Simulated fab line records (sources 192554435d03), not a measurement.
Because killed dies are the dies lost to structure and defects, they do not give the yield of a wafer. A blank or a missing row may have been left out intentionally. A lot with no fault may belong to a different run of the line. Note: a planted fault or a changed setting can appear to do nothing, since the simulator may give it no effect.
A struck lot beside a sound one -- flow n5_finfet -- 24 steps out of a route of 1938
Sound: wafers L340.1, L340.5, L340.6. Wafers L355.3, L355.5, L355.6 were the ones struck. The cause is named last.
Per side, at each step with rows, come the tool, then ch with its chambers, and then its first start. Under that, the readings that differ: sound wafers -- struck wafers -- difference of the means -- sigmas: that difference in standard deviations of wafers without a fault.
alike: readings whose means differ by less than 2 such deviations, and words and numbers that are the same on both sides. not compared: withheld readings, readings that some wafer has no value for, bounds like >300 that may hide the same value, and numbers for which the record gives no deviation and whose values overlap.
Wherever a step has rows on one side only, a row that says differs or no value, or a row with sigmas, the two part there. Non-overlapping numbers with no deviation appear without sigmas and do not part them. A reading missing from all wafers of one side parts the sides only when that side holds two or more wafers.

first, 7 steps without rows for these wafers: N5_MOL_CONTACT_COAG_COAT_58 (time 60 s, resist thk 10 nm); N5_MOL_CONTACT_COAG_COAT_02 (resist thk 30 nm); N5_MOL_CONTACT_COAG_EBR_04; N5_MOL_CONTACT_COAG_SOFTBAKE_03 (time 60 s); N5_MOL_CONTACT_COAG_EXPOSE_05 (exposes mask CA, defocus 0 nm); N5_MOL_CONTACT_COAG_PEB_06 (peb time 60 s); N5_MOL_CONTACT_COAG_DEVELOP_07 (develop time 30 s).
N5_MOL_CONTACT_COAG_CD_MEAS_08: target cd 28 nm.
  sound on cd_sem-02 ch 0, day 4 15:47; struck on cd_sem-01 ch 0, day 8 12:08
  alike: cd_nm
N5_MOL_CONTACT_COAG_OVL_MEAS_09:
  sound on overlay-01 ch 0, day 4 15:49; struck on overlay-02 ch 0, day 8 12:11
reading,sound,struck,difference,sigmas
CA_OVL (nm),0.0 -0.6 -0.1,1.3 2.3 1.0,+1.8,+2
N5_MOL_CONTACT_COAG_INSPECT_10: inspects for defects (brightfield).
  sound on defect_inspect-01 at day 4 15:52; struck on defect_inspect-01 at day 8 12:14
  alike: raw_defect_count
then, 1 step without rows for these wafers: N5_MOL_CONTACT_COAG_DESCUM_13 (chemistry O2, time 7 s).
N5_MOL_CONTACT_COAG_ETCH_59: etches underlayer in N2/H2, target depth 13 nm, time 10.4 s.
  sound on rie_diel-01 ch 0,1, day 4 15:59; struck on rie_diel-01 ch 1,2,3, day 8 12:20
  alike: bias_w, chamber_pressure_mTorr, drypump_motor_current_A, etch_rf_on_time_s, h2_flow_sccm, oes_product_au, rf_vpp_V, showerhead_plenum_p_Torr, throttle_valve_pct
  not compared: rf_hours_counter_h
N5_MOL_CONTACT_COAG_ETCH_105: etches SiARC in CF4, target depth 15.6 nm, time 26 s.
  sound on rie_diel-01 ch 0,1, day 4 16:00; struck on rie_diel-01 ch 1,2,3, day 8 12:22
  no value came back on the struck wafers for any of 8 readings (bias_w (W), cf4_flow_sccm (sccm) and others); on the sound wafers bias_w (W) reads 36.17 36.08 35.88
reading,sound,struck,difference,sigmas
model.CAR-EUV_of_MOL_CONTACT_COAG_COAT_02.thk_nm (nm),5.4 5.6 5.6,14.6 14.4 14.4,+8.9,
  not compared: rf_hours_counter_h
N5_MOL_CONTACT_COAG_ETCH_106: etches SOC in N2/H2, target depth 80 nm, overetch 16 nm, time 120 s.
  sound on rie_diel-01 ch 0,1, day 4 16:02; struck on rie_diel-01 ch 1,2,3, day 8 12:23
reading,sound,struck,difference,sigmas
oes_product_au (a.u.),0.81 0.82 0.69,0.31 0.29 0.26,-0.49,-7
  alike: bias_w, chamber_pressure_mTorr, drypump_motor_current_A, h2_flow_sccm, rf_vpp_V, showerhead_plenum_p_Torr, throttle_valve_pct
  not compared: rf_hours_counter_h
then, 2 steps without rows for these wafers: N5_MOL_CONTACT_COAG_STRIP_107 (strips in N2/H2); N5_MOL_CONTACT_COAG_STRIP_108 (strips in N2/H2).
N5_MOL_CONTACT_COAG_CONTACT_ETCH_14: etches SiO2 in C4F6/O2, target depth 27.5 nm, overetch 8.5 nm, time 20 s.
  sound on rie_diel-01 ch 0,1, day 4 16:08; struck on rie_diel-01 ch 1,2,3, day 8 12:29
reading,sound,struck,difference,sigmas
oes_product_au (a.u.),0.78 0.78 0.66,0.32 0.28 0.27,-0.45,-7
  alike: C4F6_flow_sccm, O2_flow_sccm, drypump_motor_current_A, rf_vpp_V, showerhead_plenum_p_Torr, throttle_valve_pct
  not compared: rf_hours_counter_h
then, 1 step without rows for these wafers: N5_MOL_CONTACT_COAG_STRIP_109 (strips in C4F6/O2).
N5_MOL_CONTACT_COAG_ETCH_15: etches SiNx in CH3F/O2, stops on Si:P, target depth 7 nm.
  sound on rie_diel-01 ch 0,1, day 4 16:10; struck on rie_diel-01 ch 1,2,3, day 8 12:31
reading,sound,struck,difference,sigmas
oes_product_au (a.u.),0.67 0.66 0.56,0.32 0.29 0.27,-0.34,-6
  alike: CH3F_flow_sccm, O2_flow_sccm, drypump_motor_current_A, rf_vpp_V, showerhead_plenum_p_Torr, throttle_valve_pct
  not compared: rf_hours_counter_h
N5_MOL_CONTACT_COAG_ETCH_110: etches Si in CF4/O2, target depth 2.5 nm, time 8 s.
  sound on rie_diel-01 ch 0,1, day 4 16:13; struck on rie_diel-01 ch 1,2,3, day 8 12:35
reading,sound,struck,difference,sigmas
O2_flow_sccm (sccm),10.050 10.034 10.045,9.958 10.006 9.983,-0.061,-2
  alike: bias_w, drypump_motor_current_A, oes_product_au, rf_vpp_V, showerhead_plenum_p_Torr, throttle_valve_pct
  not compared: rf_hours_counter_h
N5_MOL_CONTACT_COAG_STRIP_98: strips in N2/H2.
  sound on rie_diel-01 ch 0,1, day 4 16:16; struck on rie_diel-01 ch 1,2,3, day 8 12:38
  alike: drypump_motor_current_A, h2_flow_sccm, oes_product_au, rf_vpp_V, showerhead_plenum_p_Torr, throttle_valve_pct
  not compared: rf_hours_counter_h
N5_MOL_CONTACT_COAG_CD_MEAS_99: target cd 17.2 nm.
  sound on cd_sem-01 at day 4 16:20; struck on cd_sem-02 at day 8 12:42
reading,sound,struck,difference,sigmas
cd_nm (nm),17.56 17.79 16.90,- - -,no value on the struck wafers,
following that, these wafers have no rows for 1 step: N5_MOL_CONTACT_COAG_IMPLANT_129.
N5_BEOL_M4_RC_MEAS_101:
  the record has rows for the sound wafers here (prober-02 ch 0, day 7 23:03) and none for the struck ones

WHERE THEY PART
Earliest at N5_MOL_CONTACT_COAG_OVL_MEAS_09; latest, in this record, at N5_BEOL_M4_RC_MEAS_101.

WHY: what had been put in by the simulator
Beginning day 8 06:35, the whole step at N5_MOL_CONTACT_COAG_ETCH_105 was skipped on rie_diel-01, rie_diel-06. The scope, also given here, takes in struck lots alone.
